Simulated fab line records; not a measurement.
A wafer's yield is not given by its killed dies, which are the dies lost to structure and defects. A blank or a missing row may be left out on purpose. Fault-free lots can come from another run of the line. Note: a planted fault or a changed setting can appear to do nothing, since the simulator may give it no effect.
Which tool was responsible?	flow n5-finfet	10 lots, 30 wafers sampled, at 5 steps of a route of 1938

WHAT THE GAUGES SHOWED, per wafer
N5_PMOS_HMC_CHANNEL_EPI_OVL_MEAS_10.
lot	measured	on	PMOS_HMC_BLK_OVL (nm)
L549	day 2 16:52	overlay-01	0.6 0.1 0.6
L551	day 3 05:33	overlay-01	1.0 0.7 0.8
L553	day 3 17:16	overlay-02	1.0 1.8 -0.3
L556	day 4 11:16	overlay-01	1.1 1.4 0.7
L558	day 4 23:14	overlay-01	1.2 0.9 0.7
L561	day 5 17:22	overlay-01	0.8 -0.4 -0.1
L562	day 5 23:26	overlay-02	0.8 -0.3 0.6
L563	day 6 05:40	overlay-01	0.0 0.9 0.0
L566	day 6 23:09	overlay-02	1.0 1.9 0.8
L567	day 7 05:35	overlay-02	0.3 -1.5 -0.7

N5_BEOL_M4_RC_MEAS_101.
lot	measured	on	DIBL_N (mV/V)	DIBL_P (mV/V)	IOFF_N (nA/um)	IOFF_P (nA/um)	ION_N (uA/um)	ION_P (uA/um)	SS_N (mV/dec)	SS_P (mV/dec)	VT_N (mV)	VT_P (mV)
L549	day 8 14:43	prober-01	36.4 38.2 37.6	35.8 38.6 37.2	0.15 0.19 0.16	0.22 0.26 0.24	672 682 671	463 470 466	72.0 71.9 72.3	72.9 74.6 74.0	249 245 250	-248 -246 -245
L551	day 9 10:17	prober-01	37.3 36.6 37.0	38.4 36.7 37.8	0.18 0.17 0.17	0.24 0.22 0.24	680 688 676	466 459 465	72.3 71.7 72.3	72.8 72.8 73.0	247 250 249	-251 -253 -248
L553	day 9 15:35	prober-02	37.4 35.1 32.3	38.4 34.8 33.3	0.18 0.14 0.11	0.24 0.18 0.16	660 658 657	460 445 457	72.2 71.9 70.5	73.5 72.8 72.1	251 254 255	-247 -251 -254
L556	day 10 09:15	prober-01	35.8 35.6 34.2	36.3 34.7 33.9	0.16 0.15 0.13	0.20 0.17 0.17	684 666 657	464 450 448	71.3 71.1 71.1	72.9 72.7 72.1	249 249 251	-251 -253 -253
L558	day 11 10:59	prober-02	38.8 36.4 38.9	39.3 34.7 38.0	0.21 0.15 0.21	0.25 0.17 0.22	672 665 676	458 448 453	71.6 71.3 72.8	74.9 72.5 74.5	245 253 248	-249 -253 -250
L561	day 11 18:43	prober-02	38.3 37.4 39.3	38.1 36.6 38.4	0.17 0.15 0.17	0.20 0.19 0.20	681 660 661	455 457 450	72.2 72.0 73.0	74.4 73.6 73.8	250 252 251	-254 -255 -253
L562	day 12 00:10	prober-02	37.3 35.6 35.4	35.4 34.2 34.3	0.16 0.15 0.14	0.22 0.22 0.21	675 703 677	466 481 469	71.4 71.4 71.2	72.8 72.5 72.8	247 246 249	-246 -244 -245
L563	day 12 06:17	prober-02	37.0 38.2 37.9	38.3 39.1 38.9	0.22 0.23 0.24	0.22 0.23 0.23	705 686 683	462 456 458	72.0 72.5 72.2	73.2 73.7 73.6	243 244 240	-251 -248 -250
L566	day 13 03:38	prober-02	40.0 38.2 37.6	40.9 38.7 37.9	0.28 0.23 0.21	0.27 0.24 0.22	717 695 687	475 461 459	72.9 73.1 71.7	74.6 74.5 73.4	241 242 245	-250 -249 -251
L567	day 13 10:11	prober-02	36.2 37.3 37.5	35.1 36.3 37.0	0.14 0.16 0.16	0.17 0.18 0.20	662 677 673	447 458 458	71.2 72.1 71.5	73.8 73.9 74.2	253 249 247	-251 -254 -253

EACH LOT AND THE TOOL THAT RAN IT (in order: tool; ch and the chambers of the sampled wafers; start)
lot	N5_WELL_APT_RTA_34	N5_PMOS_HMC_CHANNEL_EPI_COAT_31	N5_PMOS_HMC_CHANNEL_EPI_DESCUM_14
L549	rtp-anneal-02 ch 0, day 2 15:39	litho-track-03 ch 0, day 2 16:37	rie-diel-02 ch 0,1,3, day 2 17:02
L551	rtp-anneal-02 ch 0, day 3 04:01	litho-track-05 ch 0, day 3 05:10	rie-diel-05 ch 0,1,2, day 3 05:36
L553	rtp-anneal-01 ch 0, day 3 15:51	litho-track-01 ch 0, day 3 17:01	rie-diel-02 ch 0,1, day 3 17:20
L556	rtp-anneal-01 ch 0, day 4 10:02	litho-track-01 ch 0, day 4 11:01	rie-diel-02 ch 0,2,3, day 4 11:42
L558	rtp-anneal-01 ch 0, day 4 21:48	litho-track-05 ch 0, day 4 22:58	rie-diel-05 ch 0,1,3, day 4 23:17
L561	rtp-anneal-01 ch 0, day 5 15:50	litho-track-05 ch 0, day 5 16:59	rie-diel-05 ch 0,2,3, day 5 17:31
L562	rtp-anneal-01 ch 0, day 5 22:08	litho-track-05 ch 0, day 5 23:04	rie-diel-04 ch 1,3, day 5 23:29
L563	rtp-anneal-02 ch 0, day 6 04:08	litho-track-05 ch 0, day 6 05:17	rie-diel-04 ch 0,2,3, day 6 05:44
L566	rtp-anneal-01 ch 0, day 6 21:49	litho-track-03 ch 0, day 6 22:46	rie-diel-05 ch 2,3, day 6 23:35
L567	rtp-anneal-02 ch 0, day 7 04:02	litho-track-03 ch 0, day 7 05:13	rie-diel-04 ch 0,2, day 7 05:39
- N5_WELL_APT_RTA_34: time 10 s.
- N5_PMOS_HMC_CHANNEL_EPI_COAT_31: time 60 s, resist thk 66 nm.
- N5_PMOS_HMC_CHANNEL_EPI_DESCUM_14: chemistry O2, time 7.9 s.

AS READ BY THE TOOLS THEMSELVES (means over the sampled wafers that have a number; for cases with no such wafer, the mark the record gives instead)
N5_WELL_APT_RTA_34.
lot	tool	lamp-power-pct (%)	wafer_temp_C_max
L549	rtp-anneal-02	12.99	1003.6
L551	rtp-anneal-02	13.02	1002.9
L553	rtp-anneal-01	12.99	1002.5
L556	rtp-anneal-01	13.04	1004.0
L558	rtp-anneal-01	13.00	1002.4
L561	rtp-anneal-01	13.05	1003.8
L562	rtp-anneal-01	13.03	1004.0
L563	rtp-anneal-02	13.01	1003.3
L566	rtp-anneal-01	12.98	1003.9
L567	rtp-anneal-02	13.04	1003.1

N5_PMOS_HMC_CHANNEL_EPI_COAT_31.
lot	tool	chill-plate-temp-C (C)	heater-power-total-W (W)	plate-temp-C (C)
L549	litho-track-03	22.99	392.5	205.10
L551	litho-track-05	22.93	392.7	205.03
L553	litho-track-01	23.19	392.5	204.83
L556	litho-track-01	22.98	391.9	205.04
L558	litho-track-05	22.99	392.5	204.96
L561	litho-track-05	23.06	413.2	214.48
L562	litho-track-05	22.96	415.2	214.39
L563	litho-track-05	22.79	415.8	214.53
L566	litho-track-03	23.04	391.6	204.68
L567	litho-track-03	23.04	390.5	204.89

N5_PMOS_HMC_CHANNEL_EPI_DESCUM_14.
lot	tool	drypump-motor-current-A (A)	oes-product-au (a.u.)	rf-vpp-V (V)	showerhead-plenum-p-Torr (Torr)	throttle-valve-pct (%)
L549	rie-diel-02	5.9	0.78	242.2	2.07	20.48
L551	rie-diel-05	5.9	0.78	244.5	2.17	20.38
L553	rie-diel-02	5.8	0.78	242.6	2.07	20.64
L556	rie-diel-02	6.0	0.76	243.4	2.12	20.43
L558	rie-diel-05	6.2	0.79	243.3	2.12	20.46
L561	rie-diel-05	5.9	0.80	243.5	2.12	20.41
L562	rie-diel-04	5.2	0.84	243.0	2.12	20.37
L563	rie-diel-04	5.6	0.73	242.1	2.05	20.45
L566	rie-diel-05	5.6	0.75	242.9	2.13	20.34
L567	rie-diel-04	5.5	0.73	242.4	2.02	20.50

THE ANSWER, worked out from the rows above alone
Rule: the lots themselves supply what counts as usual. The widest of any qualifying gaps counts: lots, ordered by their means at a reading, are off when they make up no more than a third of the lots, leave a main group of 4 or more, and stand apart from it by 3 or more times the standard deviation of that group's means. If all means in a main group match to the digits the tables above print for the reading, that group is not used. Also off: a lot with no number at a reading for which 4 or more lots have one. Where the step has rows for the other lots, those lots are counted as sound. The gauges are gone through in route order, then the tools' own readings, and for those a lot's mean is taken as printed above. At the first step where some lot is off, the reading lying furthest off is the one used; lots without a number count as furthest.
Off at N5_PMOS_HMC_CHANNEL_EPI_COAT_31 (plate-temp-C): L561, L562, L563. Main group: mean 204.93 C, sd 0.13.
A tool fits if, at that step or a process step before it, it ran every lot that is off, and no sound lot after the first of them. One fits: N5_PMOS_HMC_CHANNEL_EPI_COAT_31 on litho-track-05. A fault onset in the window from L558 (day 4 22:58, its last sound lot) to L561 (day 5 16:59, its first lot off) fits.
The tool's own readings at N5_PMOS_HMC_CHANNEL_EPI_COAT_31 bear it out: on the lots that are off they differ by more than 5 times the standard deviation of the sound lots' means. heater-power-total-W reads 414.7 W there against 392.0 W on the sound lots; plate-temp-C reads 214.47 C there against 204.93 C on the sound lots.

WHAT THE SIMULATOR HAD PUT IN
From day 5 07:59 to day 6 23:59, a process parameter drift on litho-track-05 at N5_PMOS_HMC_CHANNEL_EPI_COAT_31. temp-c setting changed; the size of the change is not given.
Shown lots that were struck: L561, L562, L563. Same finding as the rule above.
